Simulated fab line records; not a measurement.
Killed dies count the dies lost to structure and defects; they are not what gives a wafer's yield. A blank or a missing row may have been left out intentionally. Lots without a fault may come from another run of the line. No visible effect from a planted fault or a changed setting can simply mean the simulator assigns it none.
Lot-split experiment || flow n5_finfet || route with 1938 steps; 7 lots, 21 wafers read

== THE SPLIT ITSELF ==
At N5_BEOL_M4_COAT_22 (resist thk 30 nm), the setting spin_rpm was moved away from the recipe's 1500 rpm on 7 of the 21 wafers read, by -4.2% to +9.3%. All remaining wafers had this setting at the recipe value.

== FROM THE SPLIT TO THE READING: what the file shows between them, 7 steps ==
- N5_BEOL_M4_EBR_24
- N5_BEOL_M4_SOFTBAKE_23: time 60 s
- N5_BEOL_M4_EXPOSE_25: exposes mask V3, defocus 5 nm
- N5_BEOL_M4_PEB_26: peb time 60 s
- N5_BEOL_M4_DEVELOP_27: develop time 30 s
- N5_BEOL_M4_ETCH_69: etches SiARC in CF4, target depth 15.6 nm, time 26 s
- N5_BEOL_M4_ALD_98: deposits SiO2, target thk 2.5 nm, pulse time 1 s, co reactant pulse time 1 s

== THE READING ==
CAR-EUV_of_BEOL_M4_COAT_22.thk_nm (the simulator's own value, which no gauge read), in nm, at N5_BEOL_M4_ETCHBACK_99 (etches SiO2 in CHF3, target depth 5 nm, time 10.4 s). The file gives no usual value for it. Across the 14 wafers here that went through the recipe, the average is 10.5 nm and the standard deviation 0.09 nm.

{"wafer": "L075.3", "tool, chamber at the split": "litho_track-04, 0", "spin_rpm as run, rpm": 1543, "against the recipe": "+2.9%", "CAR-EUV_of_BEOL_M4_COAT_22.thk_nm, nm": 10, "against lot-mates on the recipe": -0.4}
{"wafer": "L075.4", "tool, chamber at the split": "litho_track-04, 0", "spin_rpm as run, rpm": 1500, "against the recipe": "recipe", "CAR-EUV_of_BEOL_M4_COAT_22.thk_nm, nm": 10.4, "against lot-mates on the recipe": "-"}
{"wafer": "L075.5", "tool, chamber at the split": "litho_track-04, 0", "spin_rpm as run, rpm": 1500, "against the recipe": "recipe", "CAR-EUV_of_BEOL_M4_COAT_22.thk_nm, nm": 10.4, "against lot-mates on the recipe": "-"}
{"wafer": "L078.1", "tool, chamber at the split": "litho_track-01, 0", "spin_rpm as run, rpm": 1544, "against the recipe": "+2.9%", "CAR-EUV_of_BEOL_M4_COAT_22.thk_nm, nm": 10, "against lot-mates on the recipe": -0.4}
{"wafer": "L078.6", "tool, chamber at the split": "litho_track-01, 0", "spin_rpm as run, rpm": 1544, "against the recipe": "+2.9%", "CAR-EUV_of_BEOL_M4_COAT_22.thk_nm, nm": 10, "against lot-mates on the recipe": -0.4}
{"wafer": "L078.2", "tool, chamber at the split": "litho_track-01, 0", "spin_rpm as run, rpm": 1500, "against the recipe": "recipe", "CAR-EUV_of_BEOL_M4_COAT_22.thk_nm, nm": 10.4, "against lot-mates on the recipe": "-"}
{"wafer": "L079.4", "tool, chamber at the split": "litho_track-01, 0", "spin_rpm as run, rpm": 1500, "against the recipe": "recipe", "CAR-EUV_of_BEOL_M4_COAT_22.thk_nm, nm": 10.4, "against lot-mates on the recipe": "-"}
{"wafer": "L079.5", "tool, chamber at the split": "litho_track-01, 0", "spin_rpm as run, rpm": 1500, "against the recipe": "recipe", "CAR-EUV_of_BEOL_M4_COAT_22.thk_nm, nm": 10.4, "against lot-mates on the recipe": "-"}
{"wafer": "L079.6", "tool, chamber at the split": "litho_track-01, 0", "spin_rpm as run, rpm": 1500, "against the recipe": "recipe", "CAR-EUV_of_BEOL_M4_COAT_22.thk_nm, nm": 10.4, "against lot-mates on the recipe": "-"}
{"wafer": "L090.3", "tool, chamber at the split": "litho_track-04, 0", "spin_rpm as run, rpm": 1500, "against the recipe": "recipe", "CAR-EUV_of_BEOL_M4_COAT_22.thk_nm, nm": 10.4, "against lot-mates on the recipe": "-"}
{"wafer": "L090.5", "tool, chamber at the split": "litho_track-04, 0", "spin_rpm as run, rpm": 1500, "against the recipe": "recipe", "CAR-EUV_of_BEOL_M4_COAT_22.thk_nm, nm": 10.4, "against lot-mates on the recipe": "-"}
{"wafer": "L090.6", "tool, chamber at the split": "litho_track-04, 0", "spin_rpm as run, rpm": 1500, "against the recipe": "recipe", "CAR-EUV_of_BEOL_M4_COAT_22.thk_nm, nm": 10.4, "against lot-mates on the recipe": "-"}
{"wafer": "L092.1", "tool, chamber at the split": "litho_track-04, 0", "spin_rpm as run, rpm": 1639, "against the recipe": "+9.3%", "CAR-EUV_of_BEOL_M4_COAT_22.thk_nm, nm": 9.2, "against lot-mates on the recipe": -1.4}
{"wafer": "L092.3", "tool, chamber at the split": "litho_track-04, 0", "spin_rpm as run, rpm": 1639, "against the recipe": "+9.3%", "CAR-EUV_of_BEOL_M4_COAT_22.thk_nm, nm": 9, "against lot-mates on the recipe": -1.6}
{"wafer": "L092.5", "tool, chamber at the split": "litho_track-04, 0", "spin_rpm as run, rpm": 1500, "against the recipe": "recipe", "CAR-EUV_of_BEOL_M4_COAT_22.thk_nm, nm": 10.6, "against lot-mates on the recipe": "-"}
{"wafer": "L091.2", "tool, chamber at the split": "litho_track-01, 0", "spin_rpm as run, rpm": 1437, "against the recipe": "-4.2%", "CAR-EUV_of_BEOL_M4_COAT_22.thk_nm, nm": 11, "against lot-mates on the recipe": "+0.6"}
{"wafer": "L091.6", "tool, chamber at the split": "litho_track-01, 0", "spin_rpm as run, rpm": 1437, "against the recipe": "-4.2%", "CAR-EUV_of_BEOL_M4_COAT_22.thk_nm, nm": 11, "against lot-mates on the recipe": "+0.6"}
{"wafer": "L091.4", "tool, chamber at the split": "litho_track-01, 0", "spin_rpm as run, rpm": 1500, "against the recipe": "recipe", "CAR-EUV_of_BEOL_M4_COAT_22.thk_nm, nm": 10.4, "against lot-mates on the recipe": "-"}
{"wafer": "L094.2", "tool, chamber at the split": "litho_track-03, 0", "spin_rpm as run, rpm": 1500, "against the recipe": "recipe", "CAR-EUV_of_BEOL_M4_COAT_22.thk_nm, nm": 10.6, "against lot-mates on the recipe": "-"}
{"wafer": "L094.3", "tool, chamber at the split": "litho_track-03, 0", "spin_rpm as run, rpm": 1500, "against the recipe": "recipe", "CAR-EUV_of_BEOL_M4_COAT_22.thk_nm, nm": 10.6, "against lot-mates on the recipe": "-"}
{"wafer": "L094.5", "tool, chamber at the split": "litho_track-03, 0", "spin_rpm as run, rpm": 1500, "against the recipe": "recipe", "CAR-EUV_of_BEOL_M4_COAT_22.thk_nm, nm": 10.6, "against lot-mates on the recipe": "-"}

FIT RESULTS
A straight line over all 21 wafers: CAR-EUV_of_BEOL_M4_COAT_22.thk_nm changes by -0.144 nm for each +1% of spin_rpm; r = -0.98; the points scatter about the line by 0.087 nm.
The same after taking each lot's own level away (the mean of its wafers on the recipe; 21 wafers): -0.156 nm for each +1%; r = -1.00; scatter 0.046 nm.
The reading moves by 1.4 nm for the largest change in spin_rpm, on that fit.
Measured against the standard deviation above, the lots' own levels, which go from 10.40 to 10.60 nm, span 2.2 times it.
The two slopes are in agreement: the lot-to-lot level therefore moves the slope only a little.
Check: for one of the wafers moved furthest among these (+9.3%), held out of the fit, the line's prediction against its lot-mates is -1.48 nm. It came out at -1.4 nm against them.

== THE OTHER SPLITS THESE WAFERS WENT THROUGH ==
These wafers also went through other splits before the reading. Each is held against what the fit with the lots' levels taken away leaves over:
{"other split on the same wafers": "N5_BEOL_M4_ETCH_64 bias_w", "wafers away from the commonest value": 9, "r with CAR-EUV_of_BEOL_M4_COAT_22.thk_nm (lot level and that fit taken away)": -0.16}

== THE WHOLE CHAIN: every reading that the file lists as answering this split, in the file's order ==
{"step": "N5_BEOL_M4_COAT_22", "what it does": "resist thk 30 nm", "reading": "CAR-EUV_of_BEOL_M4_COAT_22.thk_nm (the simulator's own value, which no gauge read)", "change (the file's fit)": "-0.148 nm for each +1% of the setting", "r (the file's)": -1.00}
{"step": "N5_BEOL_M4_DEVELOP_27", "what it does": "develop time 30 s", "reading": "CAR-EUV_of_BEOL_M4_COAT_22.thk_nm (the simulator's own value, which no gauge read)", "change (the file's fit)": "-0.14 nm for each +1% of the setting", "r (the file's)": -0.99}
{"step": "N5_BEOL_M4_ETCHBACK_99", "what it does": "etches SiO2 in CHF3, target depth 5 nm, time 10.4 s", "reading": "CAR-EUV_of_BEOL_M4_COAT_22.thk_nm (the simulator's own value, which no gauge read)", "change (the file's fit)": "-0.156 nm for each +1% of the setting", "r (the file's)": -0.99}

== THE FILE'S OWN FIT ==
CAR-EUV_of_BEOL_M4_COAT_22.thk_nm changes by -0.156 nm for each +1% of spin_rpm, r = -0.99.
